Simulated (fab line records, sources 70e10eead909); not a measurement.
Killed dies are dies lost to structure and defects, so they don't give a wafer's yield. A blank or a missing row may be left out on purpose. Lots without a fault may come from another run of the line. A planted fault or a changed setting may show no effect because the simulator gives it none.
Which tool did it? | flow nand_harc | 12 lots, 36 wafers sampled, at 2 steps of a route of 1302

WHAT THE GAUGES READ, wafer by wafer
NHARC_P_M2_THK_MEAS_24: measures by xrf.
lot  | measured     | on            | thk_nm (nm)
L075 | day 6 23:11  | film_metro-01 | 145.5 144.5 145.3
L077 | day 7 18:25  | film_metro-01 | 142.5 144.2 143.1
L079 | day 8 18:36  | film_metro-01 | 144.4 144.9 143.1
L081 | day 9 07:50  | film_metro-02 | 143.9 139.9 143.7
L083 | day 10 09:24 | film_metro-02 | 142.4 146.7 144.0
L085 | day 11 01:56 | film_metro-01 | 144.1 145.2 143.1
L087 | day 11 20:22 | film_metro-02 | 143.6 145.4 144.7
L089 | day 12 16:33 | film_metro-01 | 143.8 144.6 142.4
L091 | day 13 14:49 | film_metro-01 | 147.5 144.3 143.9
L093 | day 14 06:21 | film_metro-01 | 145.5 143.4 145.7
L095 | day 15 02:01 | film_metro-01 | 142.5 142.9 143.0
L097 | day 16 06:17 | film_metro-02 | 143.1 146.2 144.1

WHICH TOOL RAN EACH LOT (tool, then ch and the chambers of the sampled wafers, then the start)
lot  | NHARC_P_M2_PRE_CLEAN_30
L075 | pvd_sputter-01, day 6 23:11 or earlier
L077 | pvd_sputter-01, day 7 18:25 or earlier
L079 | pvd_sputter-01, day 8 18:36 or earlier
L081 | pvd_sputter-02, day 9 07:50 or earlier
L083 | pvd_sputter-03, day 10 09:24 or earlier
L085 | pvd_sputter-03, day 11 01:56 or earlier
L087 | pvd_sputter-02, day 11 20:22 or earlier
L089 | pvd_sputter-03, day 12 16:33 or earlier
L091 | pvd_sputter-03, day 13 14:49 or earlier
L093 | pvd_sputter-01, day 14 06:21 or earlier
L095 | pvd_sputter-02, day 15 02:01 or earlier
L097 | pvd_sputter-01, day 16 06:17 or earlier
- NHARC_P_M2_PRE_CLEAN_30: time 30 s.

THE ANSWER, worked out from the rows above alone
Rule: what is usual is taken from the lots themselves. Put in order of their means at a reading, lots are off if they are a third of the lots or fewer, leave a main group of 4 or more, and stand apart from it by a gap of 3 or more times the standard deviation of the main group's means; of several such gaps the widest counts. A main group whose means are all the same, to the digits that the tables above print for the reading, isn't used. A lot without any number at a reading at which 4 lots or more have one is off too. The other lots that the step has rows for count as sound.
No lot is off at any reading shown: from this, nothing can be told.

WHAT THE SIMULATOR HAD PUT IN
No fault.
